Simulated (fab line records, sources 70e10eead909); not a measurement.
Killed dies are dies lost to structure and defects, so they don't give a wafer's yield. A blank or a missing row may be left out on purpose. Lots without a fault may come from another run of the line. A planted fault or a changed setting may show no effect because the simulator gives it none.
Chamber matching | flow nand_harc | NHARC_P_M2_STRIP_18 on rie_diel-01: 4 sister chambers
The step strips in N2/H2. 36 wafers are shown with their chamber, then 12 later ones without.

WAFERS WITH THEIR CHAMBER
wafer  | chamber | drypump_motor_current_A (A) | rf_vpp_V (V) | oes_product_au (a.u.)
L076.4 | 3       | 5.6                         | 91.7         | 1.006
L076.5 | 3       | 5.6                         | 89.8         | 0.993
L076.6 | 2       | 6.1                         | 90.1         | 0.997
L075.1 | 1       | 6.2                         | 91.5         | 0.990
L075.2 | 0       | 5.3                         | 90.5         | 0.991
L075.6 | 1       | 6.3                         | 89.3         | 0.989
L077.1 | 1       | 6.2                         | 89.4         | 0.991
L077.3 | 3       | 5.6                         | 91.1         | 0.990
L077.5 | 1       | 6.2                         | 90.6         | 0.988
L079.4 | 3       | 5.6                         | 92.0         | 0.999
L079.5 | 0       | 5.3                         | 91.9         | 0.977
L079.6 | 1       | 6.2                         | 90.4         | 0.985
L084.1 | 1       | 6.3                         | 90.0         | 0.984
L084.2 | 0       | 5.3                         | 89.1         | 0.999
L084.3 | 3       | 5.6                         | 92.2         | 0.987
L083.1 | 1       | 6.3                         | 90.6         | 0.991
L083.2 | 3       | 5.6                         | 92.0         | 0.994
L083.3 | 0       | 5.3                         | 90.9         | 0.997
L085.1 | 0       | 5.3                         | 90.0         | 1.005
L085.2 | 2       | 6.1                         | 89.8         | 0.997
L085.5 | 0       | 5.3                         | 89.3         | 0.999
L086.3 | 0       | 5.3                         | 88.9         | 1.002
L086.4 | 1       | 6.3                         | 89.3         | 0.995
L086.5 | 2       | 6.1                         | 89.8         | 0.993
L087.1 | 0       | 5.3                         | 90.6         | 0.999
L087.2 | 2       | 6.1                         | 89.8         | 0.983
L087.6 | 1       | 6.3                         | 90.5         | 0.991
L090.1 | 1       | 6.3                         | 89.2         | 0.990
L090.5 | 2       | 6.1                         | 89.2         | 0.991
L090.6 | 3       | 5.6                         | 91.1         | 0.993
L092.1 | 2       | 6.1                         | 90.3         | 0.986
L092.3 | 3       | 5.6                         | 91.3         | 0.989
L092.5 | 0       | 5.3                         | 89.7         | 0.996
L093.2 | 3       | 5.5                         | 91.9         | 0.981
L093.3 | 0       | 5.3                         | 90.1         | 0.999
L093.6 | 3       | 5.6                         | 90.5         | 0.983

SIGNATURES (means of the wafers above)
reading                 | chamber 0 | chamber 1 | chamber 2 | chamber 3 | scatter within a chamber
drypump_motor_current_A | 5.300     | 6.260     | 6.100     | 5.590     | 0.0321
rf_vpp_V                | 90.100    | 90.080    | 89.833    | 91.360    | 0.766
oes_product_au          | 0.99640   | 0.98940   | 0.99117   | 0.99150   | 0.00633
Rule: a wafer's distance from a chamber is the root of the sum, over the readings, of the square of ((its reading less the chamber's mean) divided by the reading's scatter). The wafer belongs to the nearest chamber; if the next one is less than 2 further off, it can't be placed. The scatter: the root of (the sum of the squares of (reading less its chamber's mean) over the shown wafers, divided by (wafers less chambers)).

WAFERS WITHOUT THEIR CHAMBER
wafer  | drypump_motor_current_A (A) | rf_vpp_V (V) | oes_product_au (a.u.)
L094.2 | 5.3                         | 91.2         | 0.994
L094.4 | 5.3                         | 89.3         | 1.008
L094.5 | 5.5                         | 91.4         | 0.982
L095.1 | 6.3                         | 89.8         | 1.003
L095.4 | 6.1                         | 91.7         | 0.987
L095.5 | 6.3                         | 90.8         | 1.002
L097.1 | 5.3                         | 89.6         | 1.007
L097.2 | 6.3                         | 91.0         | 0.998
L097.3 | 6.1                         | 90.5         | 0.991
L096.2 | 6.3                         | 90.1         | 0.995
L096.4 | 6.1                         | 91.1         | 0.987
L096.5 | 6.1                         | 90.6         | 0.991

WHICH CHAMBER EACH WENT THROUGH
wafer  | from the rows above | in truth
L094.2 | 0                   | 0
L094.4 | 0                   | 0
L094.5 | 3                   | 3
L095.1 | 1                   | 1
L095.4 | 2                   | 2
L095.5 | 1                   | 1
L097.1 | 0                   | 0
L097.2 | 1                   | 1
L097.3 | 2                   | 2
L096.2 | 1                   | 1
L096.4 | 2                   | 2
L096.5 | 2                   | 2
Placed correctly: 12 of 12. Can't be placed from these rows: 0. Placed wrongly: 0.
